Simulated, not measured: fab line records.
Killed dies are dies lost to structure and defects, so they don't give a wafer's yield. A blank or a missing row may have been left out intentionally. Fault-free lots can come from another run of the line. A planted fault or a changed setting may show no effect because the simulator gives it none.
Matching of chambers -- flow n5 finfet -- 4 sister chambers for N5_SD_EPI_P_SD_RECESS_17 on rie si-06
The step chemistry HBr/Cl2/O2, target depth 39.1 nm, bt time 3 s. 8 wafers are shown with their chamber, then 7 later ones without.

## EACH WAFER AND ITS CHAMBER
wafer,chamber,throttle valve pct (%),drypump motor current A (A)
L076.3,0,36.92,5.9
L085.2,2,37.13,5.9
L085.5,1,37.73,6.2
L088.1,2,37.13,5.9
L088.3,1,37.75,6.1
L088.5,3,36.93,5.7
L091.1,0,36.92,5.8
L091.2,3,36.97,5.7

## WAFERS WHOSE CHAMBER IS MISSING
wafer,throttle valve pct (%),drypump motor current A (A)
L091.6,36.93,5.7
L092.1,36.94,5.9
L092.3,37.13,5.9
L092.4,37.75,6.1
L096.2,36.95,5.7
L096.4,37.12,6.0
L096.5,36.94,5.7

## THE CHAMBER EACH PASSED THROUGH
wafer,from the rows above,in truth
L091.6,can't be placed: 3 or 0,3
L092.1,0,0
L092.3,2,2
L092.4,1,1
L096.2,3,3
L096.4,2,2
L096.5,3,3
Placed correctly: 6 of 7. These rows do not allow placing 1 (true chamber among the candidates in 1). Number placed wrongly: 0.
How it was worked out, from the rows above alone: a wafer's distance from a chamber is the root of the sum, over the readings, of the square of ((its reading less the chamber's mean) divided by the reading's scatter). If the next closest chamber is less than 2 further off than the closest, the wafer can't be placed; otherwise it belongs to the closest. Each chamber's mean is taken over the wafers shown for it. The scatter: take each reading less its chamber's mean, square it, sum over the shown wafers, divide by the number of wafers less the number of chambers, and take the root.
